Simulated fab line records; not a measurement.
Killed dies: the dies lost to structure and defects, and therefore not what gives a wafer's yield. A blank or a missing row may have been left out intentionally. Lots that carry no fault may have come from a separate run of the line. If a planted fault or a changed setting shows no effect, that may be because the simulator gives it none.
Chamber matching	flow n5_finfet	rie_si-04 running N5_BEOL_M0_SAQP_ETCH_102: 4 sister chambers
The step etches SiO2 in CF4, target depth 4 nm, time 4.4 s. 22 wafers are shown with their chamber, then 11 later ones without.

== EACH WAFER AND ITS CHAMBER ==
wafer	chamber	drypump_motor_current_A (A)	throttle_valve_pct (%)	oes_product_au (a.u.)
L075.1	3	5.9	21.75	0.981
L075.2	0	6.0	21.78	1.003
L075.3	1	6.4	21.78	1.011
L079.2	2	5.2	21.86	1.002
L079.3	3	5.9	21.74	0.980
L079.6	2	5.2	21.85	0.989
L080.1	2	5.3	21.85	0.993
L080.3	0	5.9	21.78	0.993
L080.4	3	5.9	21.76	0.981
L081.1	2	5.2	21.86	0.991
L081.2	0	5.9	21.78	1.013
L081.6	1	6.4	21.78	1.001
L084.1	2	5.3	21.85	0.987
L084.5	1	6.4	21.80	0.999
L084.6	0	5.9	21.77	0.994
L087.2	0	6.0	21.79	0.990
L087.3	2	5.2	21.87	0.991
L087.5	0	6.0	21.77	0.997
L088.1	0	6.0	21.79	0.997
L088.4	1	6.4	21.79	1.006
L088.5	1	6.4	21.80	0.995
L092.1	2	5.2	21.86	0.985

SIGNATURES (averages over the wafers above)
reading	chamber 0	chamber 1	chamber 2	chamber 3	scatter within a chamber
drypump_motor_current_A	5.957	6.400	5.229	5.900	0.0418
throttle_valve_pct	21.7800	21.7900	21.8571	21.7500	0.00864
oes_product_au	0.99814	1.00240	0.99114	0.98067	0.00621
Rule: for a wafer and a chamber, the distance is found by dividing, reading by reading, the gap between the wafer's reading and the chamber's mean by the reading's scatter, squaring, summing and taking the root. If the next closest chamber is less than 2 further off than the closest, the wafer can't be placed; otherwise it belongs to the closest. How the scatter is found: for the shown wafers, subtract from each reading the mean of its chamber, square and add these, divide the total by (wafers less chambers), then take the root.

== WAFERS WHOSE CHAMBER IS MISSING ==
wafer	drypump_motor_current_A (A)	throttle_valve_pct (%)	oes_product_au (a.u.)
L092.2	5.9	21.74	0.978
L092.3	5.9	21.79	0.996
L093.3	5.9	21.76	0.978
L093.5	6.0	21.79	1.011
L093.6	5.9	21.75	0.978
L094.1	5.9	21.75	0.979
L094.4	6.4	21.79	1.008
L094.5	6.4	21.79	1.002
L096.1	5.2	21.87	0.994
L096.2	6.4	21.78	1.004
L096.4	5.9	21.75	0.976

== THE CHAMBER EACH PASSED THROUGH ==
wafer	from the rows above	in truth
L092.2	3	3
L092.3	0	0
L093.3	3	3
L093.5	0	0
L093.6	3	3
L094.1	3	3
L094.4	1	1
L094.5	1	1
L096.1	2	2
L096.2	1	1
L096.4	3	3
11 of 11 placed correctly. From these rows, 0 cannot be placed. Placed wrongly: 0.
